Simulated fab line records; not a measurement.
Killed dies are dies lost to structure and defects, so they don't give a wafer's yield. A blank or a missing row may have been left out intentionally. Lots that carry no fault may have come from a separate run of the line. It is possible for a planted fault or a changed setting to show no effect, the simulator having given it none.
fab line records	flow n5_finfet
record lots=10	wafers=27	last_day=19
route steps=1938 shown ZERO_LAYER@17 WELL_APT@40 BEOL_M4@1111 PASSIVATION@1936
lots that met no fault: taken from a fault-free run of the same line
start_h: the number of hours between the record's first day and the start of the first shown wafer of the lot	wait_h: time in hours since the lot's previous step	" as in the row above	L1.1+2: one row covering several wafers at once	- no value, or no start was given	* or withheld: withheld	< > ~ a bound
route shown NAME@n: names a module that has steps shown in the file, with the first one's number in the route	usual: mean/standard deviation of fault-free wafers	same: alike in all rows	chamber/n: place in a boat	sites: readings site by site	_std_site: their standard deviation	_edge_site: the outer-site mean with the inner-site mean subtracted	radius_mm: how far each site lies from the wafer's centre	mask NAME#n: copy n	behind: tool/chamber where the wafer was last shaped	hold: why the lot was held/for how many hours/how that ended	device: transistor that didn't switch, given as n, p or np	end of line: the same wafers' tests at the end of the route	a step given without rows: its recipe and nothing more	killed: the dies lost at the first sort to structure and to defects; this is not the yield of the wafer	map: shows each die of a wafer: x if killed, . if not, _ if none is there
set.NAME: the setting that was run; set.NAME@STEP: the one run at that earlier step	model.NAME: the simulator's own value behind a step, which no gauge read
steps of the route over a sample of lots; a table a step, a row a wafer
services: the hour from which a tool's chamber was out of use, counted from the record's first day as start_h (under 0 if before that day), plus the number of hours and why
## steps
# step N5_ZERO_LAYER_STRIP_24
# recipe chemistry=O2	power_w=1000	temp_c=250	overash_fraction=0.3	pressure_mtorr=1000	o2_flow_sccm=6750
# usual drypump_motor_current_A=5.7/0.35	heater_power_w=352/36	oes_product_au=0.647/0.0049	strip_time_to_endpoint_s=43.87/0.11	temp_c=250.00/0.2
lot.wafer	tool	chamber	start_h	wait_h	drypump_motor_current_A	heater_power_w	oes_product_au	rf_hours_counter_h	strip_time_to_endpoint_s	temp_c
L435.1	plasma_asher-01	0	48.89	0.1	6.1	375	0.643	30	43.92	249.84
L435.3	"	1	"	"	5.6	330	0.651	-	44.02	250.11
L435.4	"	0	"	"	6.1	385	0.649	-	44.04	249.96
L436.3	plasma_asher-01	1	55.06	0.1	5.6	326	0.650	-	43.91	250.31
L436.5	"	0	"	"	6.1	386	0.644	-	43.93	250.25
L436.6	"	1	"	"	5.6	332	0.642	-	44.00	249.99
L438.3	plasma_asher-01	0	67.05	0.1	6.1	382	0.650	-	43.87	250.22
L438.4	"	1	"	"	5.6	341	0.645	-	43.87	250.14
L438.5	"	0	"	"	6.1	384	0.651	-	43.85	250.29
L439.2	plasma_asher-01	1	73.68	0.1	5.6	328	0.640	39	43.75	249.83
L439.5	"	1	"	"	5.6	336	0.642	-	43.71	250.25
L439.6	"	0	"	"	6.1	382	0.645	-	43.71	250.07
L440.1	plasma_asher-01	1	79.02	0.1	5.6	340	0.649	40	43.69	250.08
L440.3	"	1	"	"	5.6	340	0.650	-	43.86	249.88
L440.6	"	1	"	"	5.6	321	0.642	-	43.96	250.20
L441.5	plasma_asher-02	1	84.94	0.1	5.7	382	0.653	-	43.77	250.10
L441.6	"	0	"	"	5.1	290	0.644	-	43.74	249.85
L446.5	plasma_asher-02	0	114.97	0.1	5.1	285	0.641	-	43.94	250.00
L446.6	"	1	"	"	5.7	395	0.643	-	44.02	250.12
L448.3	plasma_asher-01	1	127.00	0.1	5.6	335	0.652	-	43.80	250.26
L448.4	"	0	"	"	6.1	381	0.642	-	43.99	249.89
L448.6	"	0	"	"	6.1	382	0.642	-	43.88	249.82
L449.1	plasma_asher-02	0	132.90	0.1	5.1	288	0.656	97	43.90	250.34
L449.4	"	1	"	"	5.7	388	0.650	-	43.82	249.89
L449.5	"	0	"	"	5.0	283	0.645	-	43.87	250.40
L450.3	plasma_asher-01	0	139.03	0.1	6.1	390	0.655	-	44.01	250.05
L450.6	"	1	"	"	5.6	333	0.641	-	43.95	249.88
# step N5_ZERO_LAYER_INSPECT_20
# recipe inspect_instrument=darkfield	mode=post_clean
# usual raw_defect_count=35/16
lot.wafer	tool	chamber	start_h	wait_h	raw_defect_count
L435.1	defect_inspect-02	-	49.25	0.0	32
L435.3	"	-	"	"	36
L435.4	"	-	"	"	18
L436.3	defect_inspect-02	-	55.41	0.0	29
L436.5	"	-	"	"	26
L436.6	"	-	"	"	15
L438.3	defect_inspect-01	-	67.42	0.0	28
L438.4	"	-	"	"	26
L438.5	"	-	"	"	36
L439.2	defect_inspect-01	-	74.04	0.0	22
L439.5	"	-	"	"	55
L439.6	"	-	"	"	26
L440.1	defect_inspect-01	-	79.38	0.0	35
L440.3	"	-	"	"	68
L440.6	"	-	"	"	66
L441.5	defect_inspect-02	-	85.26	0.0	39
L441.6	"	-	"	"	39
L446.5	defect_inspect-02	-	115.30	0.0	28
L446.6	"	-	"	"	35
L448.3	defect_inspect-02	-	127.34	0.0	26
L448.4	"	-	"	"	34
L448.6	"	-	"	"	29
L449.1	defect_inspect-01	-	133.26	0.0	10
L449.4	"	-	"	"	47
L449.5	"	-	"	"	16
L450.3	defect_inspect-02	-	139.37	0.0	66
L450.6	"	-	"	"	11
# step N5_WELL_APT_PEB_23
# recipe peb_temp_c=130	peb_time_s=90
# usual heater_power_total_W=172.6/0.73
lot.wafer	tool	chamber	start_h	wait_h	heater_power_total_W
L435.1	litho_track-01	0	50.56	0.1	172.9
L435.3	"	0	"	"	172.6
L435.4	"	0	"	"	172.2
L436.3	litho_track-01	0	57.02	0.0	173.0
L436.5	"	0	"	"	172.5
L436.6	"	0	"	"	171.6
L438.3	litho_track-01	0	68.85	0.0	171.7
L438.4	"	0	"	"	172.2
L438.5	"	0	"	"	171.6
L439.2	litho_track-01	0	75.65	0.0	173.1
L439.5	"	0	"	"	171.0
L439.6	"	0	"	"	172.3
L440.1	litho_track-01	0	80.69	0.1	171.7
L440.3	"	0	"	"	172.8
L440.6	"	0	"	"	184.8
L441.5	litho_track-01	0	86.64	0.0	172.1
L441.6	"	0	"	"	183.7
L446.5	litho_track-01	0	117.75	0.0	172.9
L446.6	"	0	"	"	184.5
L448.3	litho_track-03	0	128.72	0.0	170.9
L448.4	"	0	"	"	173.7
L448.6	"	0	"	"	173.1
L449.1	litho_track-03	0	134.88	0.1	172.4
L449.4	"	0	"	"	172.5
L449.5	"	0	"	"	172.9
L450.3	litho_track-03	0	140.68	0.0	171.5
L450.6	"	0	"	"	173.1
# step N5_WELL_APT_CD_MEAS_25
# recipe target_cd_nm=200	landing_energy_ev=500	detector=se_inlens
# usual cd_nm=199.5/1.9
lot.wafer	tool	chamber	start_h	wait_h	cd_nm
L435.1	cd_sem-03	0	50.68	-	201.0
L435.3	"	0	"	"	200.7
L435.4	"	0	"	"	199.0
L436.3	cd_sem-02	0	57.14	-	197.9
L436.5	"	0	"	"	199.7
L436.6	"	0	"	"	198.5
L438.3	cd_sem-01	0	68.97	-	200.0
L438.4	"	0	"	"	199.1
L438.5	"	0	"	"	195.1
L439.2	cd_sem-01	0	75.77	-	197.8
L439.5	"	0	"	"	195.7
L439.6	"	0	"	"	193.4
L440.1	cd_sem-03	0	80.81	-	200.4
L440.3	"	0	"	"	201.8
L440.6	"	0	"	"	195.9
L441.5	cd_sem-03	0	86.76	-	202.0
L441.6	"	0	"	"	193.0
L446.5	cd_sem-01	0	117.87	-	198.6
L446.6	"	0	"	"	193.4
L448.3	cd_sem-01	0	128.84	-	202.1
L448.4	"	0	"	"	202.2
L448.6	"	0	"	"	203.5
L449.1	cd_sem-02	0	135.00	-	197.9
L449.4	"	0	"	"	198.3
L449.5	"	0	"	"	198.2
L450.3	cd_sem-01	0	140.80	-	196.9
L450.6	"	0	"	"	201.2
# step N5_WELL_APT_DESCUM_30
# recipe chemistry=O2	time_s=7.9	source_power_w=50	bias_power_w=20	pressure_mtorr=20	rf_frequency_hz=2.712e+07	temp_c=40	o2_flow_sccm=225
# usual drypump_motor_current_A=5.7/0.41	oes_product_au=0.79/0.097	rf_vpp_V=243.2/1.3	showerhead_plenum_p_Torr=2.10/0.054	temp_c=40.00/0.11	throttle_valve_pct=20.41/0.19
lot.wafer	tool	chamber	start_h	wait_h	drypump_motor_current_A	oes_product_au	rf_hours_counter_h	rf_vpp_V	showerhead_plenum_p_Torr	temp_c	throttle_valve_pct
L435.1	rie_diel-01	3	50.81	0.1	6.0	0.84	58	243.8	2.10	40.14	20.47
L435.3	"	1	"	"	6.0	0.90	31	243.3	2.14	40.03	20.12
L435.4	"	2	"	"	5.4	0.97	4	241.9	2.07	39.95	20.47
L436.3	rie_diel-05	3	57.24	0.1	6.6	0.69	222	241.4	2.08	40.09	20.36
L436.5	"	1	"	"	5.8	0.71	-	240.8	2.01	39.88	20.69
L436.6	"	2	"	"	6.1	0.68	-	245.0	2.16	40.09	20.32
L438.3	rie_diel-05	2	69.06	0.0	6.1	0.69	224	243.9	2.15	39.86	20.32
L438.4	"	3	"	"	6.6	0.68	226	242.7	2.08	40.03	20.39
L438.5	"	2	"	"	6.1	0.69	-	243.3	2.15	39.78	20.31
L439.2	rie_diel-01	3	76.07	0.3	6.0	0.84	67	244.7	2.10	39.93	20.48
L439.5	"	2	"	"	5.4	0.94	-	241.4	2.06	39.92	20.48
L439.6	"	3	"	"	6.0	0.83	-	244.8	2.10	39.93	20.47
L440.1	rie_diel-01	3	80.91	0.0	6.0	0.83	68	244.3	2.10	40.06	20.47
L440.3	"	2	"	"	5.4	0.93	14	241.6	2.06	39.85	20.49
L440.6	"	0	"	"	5.8	0.69	-	243.4	2.16	39.90	20.53
L441.5	rie_diel-01	3	86.87	0.1	6.1	0.82	-	241.6	2.10	40.03	20.50
L441.6	"	2	"	"	5.5	0.92	-	242.6	2.06	39.91	20.47
L446.5	rie_diel-06	3	118.22	0.3	5.6	0.72	-	244.0	2.07	40.04	20.47
L446.6	"	2	"	"	4.6	0.85	-	245.4	2.13	39.90	20.68
L448.3	rie_diel-05	3	128.92	0.0	6.6	0.67	248	241.9	2.07	39.93	20.42
L448.4	"	0	"	"	5.7	0.72	208	243.5	2.08	39.92	20.48
L448.6	"	1	"	"	5.8	0.70	-	241.8	2.00	39.83	20.71
L449.1	rie_diel-05	1	135.09	0.0	5.8	0.70	197	240.9	2.00	40.04	20.71
L449.4	"	0	"	"	5.7	0.72	-	241.7	2.08	39.80	20.50
L449.5	"	2	"	"	6.1	0.67	-	243.9	2.15	40.06	20.34
L450.3	rie_diel-05	0	140.96	0.1	5.7	0.72	212	242.7	2.08	40.17	20.48
L450.6	"	1	"	"	5.8	0.69	-	240.4	2.00	40.03	20.73
# step N5_BEOL_M4_RC_MEAS_101
# usual DIBL_N=36.3/1.7	DIBL_P=36.5/2.1	IOFF_N=0.16/0.03	IOFF_P=0.22/0.035	ION_N=675/11	ION_P=465/7.1	SS_N=71.5/0.62	SS_P=73.3/0.64	VT_N=250/3.1	VT_P=-249.1/3
lot.wafer	tool	chamber	start_h	wait_h	DIBL_N[mV/V]	DIBL_P[mV/V]	IOFF_N[nA/um]	IOFF_P[nA/um]	ION_N[uA/um]	ION_P[uA/um]	SS_N[mV/dec]	SS_P[mV/dec]	VT_N[mV]	VT_P[mV]
L435.1	prober-02	0	200.07	0.0	33.9	33.5	0.11	0.17	670	470	70.8	73.3	255	-255.4
L435.3	"	0	"	"	38.6	38.1	0.20	0.24	680	465	70.9	73.7	249	-248.3
L435.4	"	0	"	"	34.7	34.7	0.13	0.20	672	466	69.8	72.4	253	-250.2
L436.3	prober-02	0	202.05	0.3	35.2	31.7	0.13	0.17	671	459	71.0	72.1	253	-252.1
L436.5	"	0	"	"	37.0	34.8	0.16	0.20	685	467	71.5	72.7	249	-252.0
L436.6	"	0	"	"	37.0	34.8	0.15	0.20	662	460	71.9	72.6	251	-250.5
L438.3	prober-02	0	219.44	0.3	38.1	36.5	0.17	0.23	684	472	71.6	73.5	248	-248.6
L438.4	"	0	"	"	35.9	34.8	0.14	0.20	675	468	70.9	72.3	250	-249.5
L438.5	"	0	"	"	36.9	36.1	0.15	0.22	661	462	71.7	73.3	252	-247.4
L439.2	prober-01	0	223.79	0.2	35.4	36.4	0.16	0.21	660	460	71.6	73.4	248	-251.2
L439.5	"	0	"	"	35.8	37.6	0.18	0.23	679	467	70.7	73.8	245	-249.6
L439.6	"	0	"	"	35.8	35.5	0.15	0.19	666	454	71.8	73.0	247	-251.7
L440.1	prober-02	0	226.44	0.0	36.7	35.8	0.16	0.22	686	469	71.6	73.4	250	-249.1
L440.3	"	0	"	"	33.5	32.1	0.10	0.16	656	457	70.9	72.8	256	-253.1
L440.6	"	0	"	"	35.0	34.4	0.13	0.19	678	463	71.0	73.4	251	-250.4
L441.5	prober-01	0	300.28	0.6	34.9	35.6	0.14	0.19	670	457	72.2	73.0	252	-250.3
L441.6	"	0	"	"	37.6	40.2	0.21	0.27	699	474	72.7	73.6	243	-246.3
L448.3	prober-02	0	303.65	0.3	37.7	38.0	0.17	0.21	679	457	72.3	73.4	250	-251.3
L448.4	"	0	"	"	37.1	36.4	0.16	0.19	667	447	72.0	72.9	253	-255.7
L448.6	"	0	"	"	35.4	35.3	0.13	0.18	665	458	71.1	73.0	252	-252.1
L449.1	prober-01	0	308.98	0.0	38.4	36.9	0.19	0.25	681	468	72.3	73.4	246	-245.4
L449.4	"	0	"	"	36.6	34.3	0.15	0.21	674	468	71.7	73.4	248	-246.7
L449.5	"	0	"	"	37.4	36.5	0.18	0.24	694	474	71.3	73.3	246	-247.4
L446.5	prober-01	0	322.16	0.6	33.0	35.1	0.12	0.16	669	457	70.7	71.9	253	-253.4
L446.6	"	0	"	"	36.3	38.6	0.15	0.22	668	466	70.7	73.0	253	-248.7
L450.3	prober-01	0	327.50	0.3	36.0	35.6	0.14	0.19	664	456	71.3	72.3	251	-252.3
L450.6	"	0	"	"	37.3	36.9	0.16	0.21	685	462	71.8	73.2	250	-249.8
# step N5_PASSIVATION_PROBE_49
# usual defect_limited_yield=91.2/1.4	killed_at_M0_to_M3=36/10	killed_at_M4_up=13/5.1	killed_at_contacts=12/5.4	killed_at_front_end=39/11	killed_at_other=3.5/2.4	killed_dies=104/17	killed_open=67/13	killed_short=36/8.3	sort_bin_5_function=5.2/0.98	sort_bin_6_memory=3.3/0.68	sort_n_pass=1076/17	sort_yield_pct=91.2/1.4
# same gross_dies=1180	killed_at_back_side=0	sort_bin_4_leakage[%]=0	sort_bin_8_speed[%]=0
lot.wafer	tool	chamber	start_h	wait_h	defect_limited_yield[%]	killed_at_M0_to_M3	killed_at_M4_up	killed_at_contacts	killed_at_front_end	killed_at_other	killed_dies	killed_open	killed_short	sort_bin_5_function[%]	sort_bin_6_memory[%]	sort_n_pass	sort_yield_pct[%]
L435.1	prober-01	-	283.69	0.0	93.3	34	16	5	22	2	79	52	26	4.7	1.7	1101	93.3
L435.3	prober-01	-	283.79	0.1	89.4	43	12	6	58	6	125	76	49	5.7	4.5	1055	89.4
L435.4	prober-01	-	283.84	0.2	92.5	27	12	9	31	10	89	49	40	4.7	2.7	1091	92.5
L436.3	prober-01	-	287.72	0.1	91.5	22	18	9	48	3	100	70	30	4.9	3.3	1080	91.5
L436.5	prober-01	-	287.82	0.2	92.0	30	12	6	41	5	94	58	36	4.6	3.2	1086	92.0
L436.6	prober-01	-	287.87	0.3	90.7	34	13	7	55	1	110	64	46	5.2	4.0	1070	90.7
L438.3	prober-01	-	305.31	0.1	92.8	12	11	6	52	4	85	55	30	4.6	2.5	1095	92.8
L438.4	prober-01	-	305.36	0.2	91.4	20	7	15	56	4	102	59	43	4.8	3.2	1078	91.4
L438.5	prober-01	-	305.41	0.2	89.7	31	24	16	46	5	122	82	40	6.3	3.5	1058	89.7
L439.2	prober-02	-	309.27	0.1	89.7	34	24	16	45	2	121	87	34	6.8	3.3	1059	89.7
L439.5	prober-02	-	309.42	0.2	88.8	34	19	23	52	4	132	86	46	6.4	4.2	1048	88.8
L439.6	prober-02	-	309.47	0.3	91.0	30	25	12	39	0	106	75	31	5.4	3.1	1074	91.0
L440.1	prober-01	-	319.60	0.0	89.6	43	17	24	39	0	123	75	48	5.8	4.2	1057	89.6
L440.3	prober-01	-	319.70	0.1	90.4	55	10	13	25	10	113	68	45	5.5	3.5	1067	90.4
L440.6	prober-01	-	319.85	0.3	90.6	44	18	13	29	7	111	67	42	5.3	3.7	1069	90.6
L441.5	prober-01	-	410.68	0.4	91.5	30	15	17	35	3	100	65	35	4.5	3.7	1080	91.5
L441.6	prober-01	-	410.73	0.5	90.3	40	14	9	49	3	115	70	42	6.3	3.2	1065	90.3
L448.3	prober-01	-	435.14	0.1	91.7	31	9	11	40	7	98	63	35	4.8	3.1	1082	91.7
L448.4	prober-01	-	435.19	0.2	91.9	23	13	11	44	4	95	70	24	4.5	3.3	1085	91.9
L448.6	prober-01	-	435.29	0.3	91.9	24	13	21	36	2	96	73	23	4.6	3.3	1084	91.9
L449.1	prober-01	-	439.00	0.0	93.6	29	4	9	32	2	76	52	23	4.4	1.9	1104	93.6
L449.4	prober-01	-	439.15	0.2	91.9	49	12	7	26	1	95	62	29	5.3	2.6	1085	91.9
L449.5	prober-01	-	439.20	0.2	93.3	26	10	4	35	4	79	39	37	3.3	3.1	1101	93.3
L446.5	prober-01	-	449.03	0.2	88.9	43	21	16	50	1	131	83	47	6.1	4.6	1049	88.9
L446.6	prober-01	-	449.08	0.3	89.2	55	12	8	50	2	127	87	39	5.2	4.8	1053	89.2
L450.3	prober-01	-	450.90	0.1	89.9	52	16	11	40	0	119	81	38	5.8	3.9	1061	89.9
L450.6	prober-01	-	451.05	0.3	92.4	37	7	8	34	4	90	55	35	4.6	2.8	1090	92.4
# killed by level:class
L435.1 BEOL_M4:geometric_particle:open=12 BEOL_M0_SAQP:geometric_particle:short=10 FIN_SAQP:geometric_particle:open=7 BEOL_M0_SAQP:geometric_particle:open=7 BEOL_M0:geometric_particle:open=5 BEOL_M1:geometric_particle:open=5 MOL_CONTACT_COAG:geometric_particle:open=4 STARTING-WAFER:geometric_particle:open=4
L435.3 FIN_SAQP:geometric_particle:short=17 FIN_SAQP:geometric_particle:open=13 BEOL_M0_SAQP:geometric_particle:short=11 STI_FIN_REVEAL:geometric_particle:open=10 BEOL_M3:geometric_particle:open=9 BEOL_M0_SAQP:geometric_particle:open=9 BEOL_M3:geometric_particle:short=5 PAD_METAL:geometric_particle:open=5
L435.4 STI_FIN_REVEAL:geometric_particle:open=10 BEOL_M0_SAQP:geometric_particle:short=10 MOL_CONTACT_COAG:geometric_particle:open=6 FIN_SAQP:geometric_particle:short=5 GATE_CUT:geometric_particle:short=5 BEOL_M0_SAQP:geometric_particle:open=4 BEOL_M4:geometric_particle:open=4 BEOL_M2:geometric_particle:open=4
L436.3 STI_FIN_REVEAL:geometric_particle:open=13 MOL_CONTACT_COAG:geometric_particle:open=8 DUMMY_GATE:geometric_particle:open=7 BEOL_M1:geometric_particle:open=7 FIN_SAQP:geometric_particle:short=6 GATE_CUT:geometric_particle:short=6 BEOL_M4:geometric_particle:open=6 FIN_SAQP:geometric_particle:open=5
L436.5 STI_FIN_REVEAL:geometric_particle:open=13 FIN_SAQP:geometric_particle:short=8 BEOL_M1:geometric_particle:open=8 BEOL_M0_SAQP:geometric_particle:short=6 BEOL_M5:geometric_particle:open=5 GATE_CUT:geometric_particle:open=5 MOL_CONTACT_COAG:geometric_particle:open=5 BEOL_M0_SAQP:geometric_particle:open=4
L436.6 STI_FIN_REVEAL:geometric_particle:open=15 FIN_SAQP:geometric_particle:short=14 BEOL_M0_SAQP:geometric_particle:short=9 BEOL_M0_SAQP:geometric_particle:open=9 FIN_SAQP:geometric_particle:open=8 STI_FIN_REVEAL:geometric_particle:short=8 MOL_CONTACT_COAG:geometric_particle:open=6 BEOL_M4:geometric_particle:open=5
L438.3 FIN_SAQP:geometric_particle:open=19 FIN_SAQP:geometric_particle:short=13 BEOL_M4:geometric_particle:open=7 DUMMY_GATE:geometric_particle:open=6 MOL_CONTACT_COAG:geometric_particle:open=6 DUMMY_GATE:geometric_particle:short=4 BEOL_M3:geometric_particle:open=4 BEOL_M1:geometric_particle:open=3
L438.4 FIN_SAQP:geometric_particle:short=11 FIN_SAQP:geometric_particle:open=9 ILD0:geometric_particle:short=8 MOL_CONTACT_COAG:geometric_particle:open=8 BEOL_M1:geometric_particle:open=8 MOL_CONTACT_COAG:geometric_particle:short=7 ILD0:geometric_particle:open=6 BEOL_M3:geometric_particle:open=6
L438.5 FIN_SAQP:geometric_particle:open=17 FIN_SAQP:geometric_particle:short=12 MOL_CONTACT_COAG:geometric_particle:open=12 BEOL_M4:geometric_particle:open=11 BEOL_M0_SAQP:geometric_particle:open=6 BEOL_M3:geometric_particle:open=6 BEOL_M0_SAQP:geometric_particle:short=5 BEOL_M1:geometric_particle:open=5
L439.2 FIN_SAQP:geometric_particle:open=21 MOL_CONTACT_COAG:geometric_particle:open=13 BEOL_M4:geometric_particle:open=10 BEOL_M0_SAQP:geometric_particle:open=7 FIN_SAQP:geometric_particle:short=6 BEOL_M3:geometric_particle:open=6 BEOL_M5:geometric_particle:open=5 BEOL_M0_SAQP:geometric_particle:short=4
L439.5 MOL_CONTACT_COAG:geometric_particle:open=20 FIN_SAQP:geometric_particle:open=14 STI_FIN_REVEAL:geometric_particle:open=9 DUMMY_GATE:geometric_particle:open=9 BEOL_M1:geometric_particle:open=8 BEOL_M1:geometric_particle:short=7 FIN_SAQP:geometric_particle:short=6 BEOL_M2:geometric_particle:short=5
L439.6 STI_FIN_REVEAL:geometric_particle:open=9 MOL_CONTACT_COAG:geometric_particle:open=9 BEOL_M3:geometric_particle:open=9 BEOL_M5:geometric_particle:open=9 BEOL_M4:geometric_particle:open=7 FIN_SAQP:geometric_particle:open=6 BEOL_M2:geometric_particle:open=6 DUMMY_GATE:geometric_particle:open=5
L440.1 MOL_CONTACT_COAG:geometric_particle:open=21 BEOL_M0_SAQP:geometric_particle:open=19 BEOL_M0_SAQP:geometric_particle:short=13 FIN_SAQP:geometric_particle:short=12 BEOL_M4:geometric_particle:open=7 STARTING-WAFER:geometric_particle:short=5 STI_FIN_REVEAL:geometric_particle:open=4 GATE_CUT:geometric_particle:short=4
L440.3 BEOL_M0_SAQP:geometric_particle:short=25 BEOL_M0_SAQP:geometric_particle:open=23 MOL_CONTACT_COAG:geometric_particle:open=11 FIN_SAQP:geometric_particle:short=6 PAD_METAL:geometric_particle:open=6 FIN_SAQP:geometric_particle:open=4 STI_FIN_REVEAL:geometric_particle:open=4 BEOL_M3:geometric_particle:open=3
L440.6 BEOL_M0_SAQP:geometric_particle:open=12 MOL_CONTACT_COAG:geometric_particle:open=10 BEOL_M0_SAQP:geometric_particle:short=10 FIN_SAQP:geometric_particle:short=7 STI_FIN_REVEAL:geometric_particle:open=7 DUMMY_GATE:geometric_particle:open=5 BEOL_M1:geometric_particle:short=5 BEOL_M1:geometric_particle:open=5
L441.5 MOL_CONTACT_COAG:geometric_particle:open=12 BEOL_M2:geometric_particle:open=9 DUMMY_GATE:geometric_particle:open=7 BEOL_M0_SAQP:geometric_particle:open=7 BEOL_M0_SAQP:geometric_particle:short=6 DUMMY_GATE:geometric_particle:short=5 MOL_CONTACT_COAG:geometric_particle:short=5 BEOL_M5:geometric_particle:open=5
L441.6 BEOL_M0_SAQP:geometric_particle:short=13 BEOL_M0_SAQP:geometric_particle:open=9 BEOL_M2:geometric_particle:open=9 FIN_SAQP:geometric_particle:open=7 MOL_CONTACT_COAG:geometric_particle:open=7 BEOL_M5:geometric_particle:open=6 DUMMY_GATE:geometric_particle:open=5 GATE_CUT:geometric_particle:short=5
L448.3 DUMMY_GATE:geometric_particle:open=13 BEOL_M1:geometric_particle:open=9 MOL_CONTACT_COAG:geometric_particle:open=8 BEOL_M0_SAQP:geometric_particle:short=6 FIN_SAQP:geometric_particle:open=5 BEOL_M3:geometric_particle:open=5 STI_FIN_REVEAL:geometric_particle:open=4 BEOL_M1:geometric_particle:short=4
L448.4 MOL_CONTACT_COAG:geometric_particle:open=11 STI_FIN_REVEAL:geometric_particle:open=11 DUMMY_GATE:geometric_particle:open=11 BEOL_M4:geometric_particle:open=6 FIN_SAQP:geometric_particle:short=5 BEOL_M0_SAQP:geometric_particle:open=5 BEOL_M0_SAQP:geometric_particle:short=4 BEOL_M0:geometric_particle:short=4
L448.6 MOL_CONTACT_COAG:geometric_particle:open=19 FIN_SAQP:geometric_particle:open=10 STI_FIN_REVEAL:geometric_particle:open=9 BEOL_M1:geometric_particle:open=8 BEOL_M4:geometric_particle:open=7 BEOL_M0_SAQP:geometric_particle:open=6 FIN_SAQP:geometric_particle:short=4 BEOL_M1:geometric_particle:short=4
L449.1 BEOL_M0_SAQP:geometric_particle:open=11 FIN_SAQP:geometric_particle:open=8 STI_FIN_REVEAL:geometric_particle:open=8 MOL_CONTACT_COAG:geometric_particle:open=8 BEOL_M0_SAQP:geometric_particle:short=8 BEOL_M3:geometric_particle:open=4 FIN_SAQP:geometric_particle:short=3 GATE_CUT:geometric_particle:short=3
L449.4 BEOL_M0_SAQP:geometric_particle:open=8 BEOL_M0_SAQP:geometric_particle:short=8 BEOL_M4:geometric_particle:open=8 BEOL_M1:geometric_particle:open=8 MOL_CONTACT_COAG:geometric_particle:open=6 FIN_SAQP:geometric_particle:open=5 STI_FIN_REVEAL:geometric_particle:open=5 BEOL_M2:geometric_particle:short=5
L449.5 FIN_SAQP:geometric_particle:open=12 BEOL_M0_SAQP:geometric_particle:short=7 BEOL_M3:geometric_particle:short=7 FIN_SAQP:geometric_particle:short=6 BEOL_M0_SAQP:geometric_particle:open=5 STARTING-WAFER:geometric_particle:open=4 GATE_CUT:geometric_particle:short=3 MOL_CONTACT_COAG:geometric_particle:open=3
L446.5 MOL_CONTACT_COAG:geometric_particle:open=14 BEOL_M0_SAQP:geometric_particle:short=13 BEOL_M4:geometric_particle:open=12 STI_FIN_REVEAL:geometric_particle:open=11 BEOL_M0_SAQP:geometric_particle:open=10 FIN_SAQP:geometric_particle:open=9 FIN_SAQP:geometric_particle:short=8 BEOL_M3:geometric_particle:open=6
L446.6 BEOL_M2:geometric_particle:open=15 STI_FIN_REVEAL:geometric_particle:open=12 FIN_SAQP:geometric_particle:open=11 BEOL_M0_SAQP:geometric_particle:short=10 BEOL_M0_SAQP:geometric_particle:open=8 BEOL_M4:geometric_particle:open=8 BEOL_M0:geometric_particle:open=6 MOL_CONTACT_COAG:geometric_particle:short=5
L450.3 FIN_SAQP:geometric_particle:open=15 BEOL_M0_SAQP:geometric_particle:short=14 BEOL_M0_SAQP:geometric_particle:open=14 BEOL_M2:geometric_particle:open=10 DUMMY_GATE:geometric_particle:open=9 MOL_CONTACT_COAG:geometric_particle:open=9 BEOL_M4:geometric_particle:open=6 BEOL_M1:geometric_particle:open=4
L450.6 BEOL_M1:geometric_particle:open=10 FIN_SAQP:geometric_particle:open=9 GATE_CUT:geometric_particle:short=8 BEOL_M0_SAQP:geometric_particle:open=8 FIN_SAQP:geometric_particle:short=5 BEOL_M0_SAQP:geometric_particle:short=5 BEOL_M3:geometric_particle:open=5 BEOL_M4:geometric_particle:open=5
## services
tool	chamber	start_h	hours	kind
plasma_asher-02	-	43.08	24.0	repair
rie_diel-05	0	65.41	2.3	repair
rie_diel-05	2	83.44	2.5	repair
litho_track-03	-	91.35	-	consumable_replace:filter
rie_diel-01	0	100.97	-	clean
rie_diel-01	0	100.97	-	consumable_replace:focus_ring
rie_diel-01	0	100.97	22.1	scheduled_down
rie_diel-01	0	100.97	22.1	vent_cycle
rie_diel-05	-	106.30	2.8	pm
rie_diel-06	1	121.89	3.9	repair
rie_diel-05	3	134.17	-	clean
rie_diel-05	3	134.17	-	consumable_replace:focus_ring
rie_diel-05	3	134.17	13.7	scheduled_down
rie_diel-05	3	134.17	13.7	vent_cycle
## key
first_sign step=N5_WELL_APT_PEB_23	reading=heater_power_total_W	direction=up	sigmas=16	usual=*	struck=*
effect step=N5_WELL_APT_CD_MEAS_25	reading=cd_nm	direction=down	sigmas=2.9	usual=199.5	struck=194.1
met_at N5_WELL_APT_PEB_23
struck_lots L440,L441,L446
struck_wafers L440.6,L441.6,L446.6
not_acting_at N5_ZERO_LAYER_STRIP_24,N5_ZERO_LAYER_INSPECT_20,N5_WELL_APT_DESCUM_30
onset_between 75.65 80.69
fault kind=process_parameter_drift	tool=litho_track-01	chamber=-	onset_h=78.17	steps=N5_WELL_APT_PEB_23	channel=peb_time_s	offset=*	shape=step	end_h=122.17	scope=struck_wafers_only	acts_in=*	stated=*
